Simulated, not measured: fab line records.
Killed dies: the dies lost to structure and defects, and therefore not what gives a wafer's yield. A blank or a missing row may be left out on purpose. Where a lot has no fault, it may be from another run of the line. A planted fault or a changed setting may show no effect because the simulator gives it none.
Tool commonality check    flow n5-finfet    Sample size 10 lots and 30 wafers

WHAT PROMPTED THE OPENING
Flagged at N5_BEOL_M7_INSPECT_58: reading raw-defect-count, on 3 of 10 lots. Wafers without a fault read 59, standard deviation 19.
Rule: flag the lot when none of its wafers has a number, or when each of its wafers that has one lies beyond 4 standard deviations from that mean. The rest of the lots are taken to be sound.

lot   measured      on                 raw-defect-count, wafer by wafer  flag
L515  day 9 22:10   defect-inspect-02  89 75 60                          
L516  day 10 15:09  defect-inspect-02  40 30 52                          
L521  day 11 08:47  defect-inspect-02  67 36 35                          
L520  day 11 22:26  defect-inspect-02  537 527 517                       FLAGGED
L524  day 12 01:18  defect-inspect-02  509 546 475                       FLAGGED
L526  day 12 15:48  defect-inspect-02  472 552 569                       FLAGGED
L525  day 12 17:05  defect-inspect-01  45 59 75                          
L535  day 15 07:29  defect-inspect-02  43 36 57                          
L537  day 15 11:10  defect-inspect-01  59 50 94                          
L536  day 15 12:09  defect-inspect-01  38 59 20                          
The numbers of the flagged lots are 523 on average: +464 against the usual, or +24 standard deviations.

EACH LOT AND THE TOOL IT RAN ON
4 process steps preceding the reading are held in the record, out of 1938 steps in the route. Cell contents, in order: the tool; ch with the chambers the sampled wafers went through; the start.
lot   flag     N5_BEOL_M7_STRIP_80                            N5_BEOL_M7_CURE_75             N5_BEOL_M7_PRE_CLEAN_45       N5_BEOL_M7_PRE_CLEAN_55
L515           rie-diel-04 ch 0,1,2, day 9 19:32 or earlier   uv-cure-02 ch 1, day 9 19:32   pvd-sputter-03, day 9 20:08   pecvd-03 ch 0,1, day 9 22:01
L516           rie-diel-04 ch 2,3, day 10 12:05 or earlier    uv-cure-01 ch 2, day 10 12:05  pvd-sputter-01, day 10 13:14  pecvd-03 ch 0,1, day 10 15:00
L521           rie-diel-03 ch 2,3, day 11 05:02 or earlier    uv-cure-03 ch 2, day 11 05:02  pvd-sputter-03, day 11 05:23  pecvd-03 ch 1,2, day 11 08:40
L520  FLAGGED  rie-diel-03 ch 0,1,3, day 11 20:10 or earlier  uv-cure-02 ch 2, day 11 20:10  pvd-sputter-01, day 11 20:38  pecvd-03 ch 0,1,2, day 11 22:19
L524  FLAGGED  rie-diel-06 ch 0,1, day 11 23:13 or earlier    uv-cure-01 ch 1, day 11 23:13  pvd-sputter-02, day 11 23:37  pecvd-03 ch 1,2, day 12 01:11
L526  FLAGGED  rie-diel-03 ch 0,3, day 12 13:08 or earlier    uv-cure-03 ch 1, day 12 13:08  pvd-sputter-01, day 12 13:25  pecvd-03 ch 0,1,2, day 12 15:41
L525           rie-diel-06 ch 1,2, day 12 13:14 or earlier    uv-cure-01 ch 1, day 12 13:14  pvd-sputter-03, day 12 13:47  pecvd-04 ch 1,2, day 12 16:58
L535           rie-diel-04 ch 0,2,3, day 15 04:35 or earlier  uv-cure-01 ch 1, day 15 04:35  pvd-sputter-01, day 15 04:58  pecvd-04 ch 0,2, day 15 07:22
L537           rie-diel-06 ch 0,1,3, day 15 07:22 or earlier  uv-cure-03 ch 1, day 15 07:22  pvd-sputter-02, day 15 07:47  pecvd-03 ch 0,1,2, day 15 11:04
L536           rie-diel-06 ch 0,2, day 15 10:08 or earlier    uv-cure-01 ch 0, day 15 10:08  pvd-sputter-02, day 15 10:28  pecvd-03 ch 1,2, day 15 12:02
What the steps here do:
- N5_BEOL_M7_STRIP_80: strips in N2/H2, time 10 s.
- N5_BEOL_M7_CURE_75: cures SiCOH lowk, time 120 s.
- N5_BEOL_M7_PRE_CLEAN_45: time 30 s.
- N5_BEOL_M7_PRE_CLEAN_55: time 15 s.
- N5_BEOL_M7_INSPECT_58: inspects for defects (darkfield).

FLAGGED AGAINST TOTAL, ONE TOOL AT A TIME (gauges that did the reading follow at the end)
step                     tool               lots run  flagged  share of the flagged lots  sound lots run after its first flagged lot
N5_BEOL_M7_STRIP_80      rie-diel-03        3         2        some                       0
N5_BEOL_M7_STRIP_80      rie-diel-04        3         0        none                       -
N5_BEOL_M7_STRIP_80      rie-diel-06        4         1        some                       3 (L525,L537,L536)
N5_BEOL_M7_CURE_75       uv-cure-01         5         1        some                       3 (L525,L535,L536)
N5_BEOL_M7_CURE_75       uv-cure-02         2         1        some                       0
N5_BEOL_M7_CURE_75       uv-cure-03         3         1        some                       1 (L537)
N5_BEOL_M7_PRE_CLEAN_45  pvd-sputter-01     4         2        some                       1 (L535)
N5_BEOL_M7_PRE_CLEAN_45  pvd-sputter-02     3         1        some                       2 (L537,L536)
N5_BEOL_M7_PRE_CLEAN_45  pvd-sputter-03     3         0        none                       -
N5_BEOL_M7_PRE_CLEAN_55  pecvd-03           8         3        all                        2 (L537,L536)
N5_BEOL_M7_PRE_CLEAN_55  pecvd-04           2         0        none                       -
N5_BEOL_M7_INSPECT_58    defect-inspect-01  3         0        none                       -
N5_BEOL_M7_INSPECT_58    defect-inspect-02  7         3        all                        1 (L535)
N5_BEOL_M7_STRIP_80 gives no start for some lots, so the hours and the order of its lots are those of N5_BEOL_M7_CURE_75.

WHAT IS ALLOWED BY THE TABLE
2 rows of the table ran every flagged lot: pecvd-03 at N5_BEOL_M7_PRE_CLEAN_55, defect-inspect-02 at N5_BEOL_M7_INSPECT_58.
- pecvd-03 at N5_BEOL_M7_PRE_CLEAN_55: 3 of its 8 lots flagged. Sound lots ran on it after the first flagged one (L537, L536), which a lasting fault on the whole tool wouldn't allow.
- defect-inspect-02 at N5_BEOL_M7_INSPECT_58: 3 of its 7 lots flagged. Sound lots ran on it after the first flagged one (L535), which a lasting fault on the whole tool wouldn't allow.
Not one row of the table ran every flagged lot while running no sound lot after the first.

WHAT THE SIMULATOR PUT IN
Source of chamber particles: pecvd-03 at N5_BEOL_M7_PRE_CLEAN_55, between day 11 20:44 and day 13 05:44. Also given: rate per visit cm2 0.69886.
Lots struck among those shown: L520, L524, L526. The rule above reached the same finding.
